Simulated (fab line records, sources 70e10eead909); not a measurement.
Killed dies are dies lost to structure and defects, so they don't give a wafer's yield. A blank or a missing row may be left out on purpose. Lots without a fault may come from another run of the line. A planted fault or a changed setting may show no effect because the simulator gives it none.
Which tool did it? | flow nand_harc | 13 lots, 39 wafers sampled, at 2 steps of a route of 1302

WHAT THE GAUGES READ, wafer by wafer
NHARC_P_STI_OVL_MEAS_10. Usual: overlay_x_nm 0 nm, standard deviation 5.3; overlay_y_nm 0 nm, standard deviation 7.5.
lot  | measured     | on         | overlay_x_nm (nm) | overlay_y_nm (nm) | flag
L936 | day 3 19:31  | overlay-01 | 3 2 2             | 9 9 8             |
L937 | day 4 03:28  | overlay-01 | 1 1 1             | 10 10 10          |
L938 | day 4 11:34  | overlay-02 | -7 -7 -7          | -1 -1 -1          |
L941 | day 5 18:04  | overlay-02 | 2 2 3             | 7 7 7             |
L942 | day 6 04:08  | overlay-02 | -3 -3 -3          | 0 0 0             |
L944 | day 7 01:34  | overlay-01 | 6 7 6             | -6 -6 -6          |
L945 | day 7 10:34  | overlay-01 | -7 -7 -7          | 4 4 4             |
L946 | day 7 22:44  | overlay-01 | 0 0 -1            | -10 -10 -10       |
L948 | day 8 15:17  | overlay-02 | 4 4 4             | -4 -5 -5          |
L949 | day 9 02:46  | overlay-01 | 0 0 0             | 3 3 3             |
L950 | day 9 13:08  | overlay-02 | -1 -1 -1          | -3 -3 -4          |
L956 | day 11 22:07 | overlay-02 | 15 15 15          | -1 -2 -2          |
L957 | day 12 09:16 | overlay-01 | -3 -4 -3          | 8 8 8             |

NHARC_P_STI_INSPECT_11. Usual: raw_defect_count 5.0, standard deviation 2.4.
lot  | measured     | on                | raw_defect_count | flag
L936 | day 3 19:33  | defect_inspect-01 | 3 5 3            |
L937 | day 4 03:30  | defect_inspect-01 | 6 2 4            |
L938 | day 4 11:37  | defect_inspect-02 | 9 4 8            |
L941 | day 5 18:06  | defect_inspect-01 | 4 4 6            |
L942 | day 6 04:10  | defect_inspect-02 | 2 4 6            |
L944 | day 7 01:35  | defect_inspect-01 | 5 5 9            |
L945 | day 7 10:37  | defect_inspect-02 | 6 5 8            |
L946 | day 7 22:47  | defect_inspect-02 | 5 3 2            |
L948 | day 8 15:20  | defect_inspect-02 | 4 12 3           |
L949 | day 9 02:48  | defect_inspect-01 | 4 1 4            |
L950 | day 9 13:11  | defect_inspect-02 | 5 9 1            |
L956 | day 11 22:09 | defect_inspect-02 | 3 1 9            |
L957 | day 12 09:19 | defect_inspect-01 | 4 3 5            |

WHICH TOOL RAN EACH LOT (tool, then ch and the chambers of the sampled wafers, then the start)
The record holds no process step before these readings.

WHAT THE TOOLS THEMSELVES READ (means of the sampled wafers that have a number; where no wafer has one, the mark that the record gives instead)
The record holds no such reading with a usual standard deviation.

THE ANSWER, worked out from the rows above alone
Rule: a lot is off if the mean of its wafers that have a number lies more than 3 standard deviations from the usual mean. A lot without any number at a reading at which 4 lots or more have one is off too. The other lots that the step has rows for count as sound. The gauges are gone through in route order, then the tools' own readings, and for those a lot's mean is taken as printed above. The first step at which some lot is off is used, and at that step the reading that is off furthest; a lot without a number counts as furthest.
No lot is off at any reading shown: from this, nothing can be told.

WHAT THE SIMULATOR HAD PUT IN
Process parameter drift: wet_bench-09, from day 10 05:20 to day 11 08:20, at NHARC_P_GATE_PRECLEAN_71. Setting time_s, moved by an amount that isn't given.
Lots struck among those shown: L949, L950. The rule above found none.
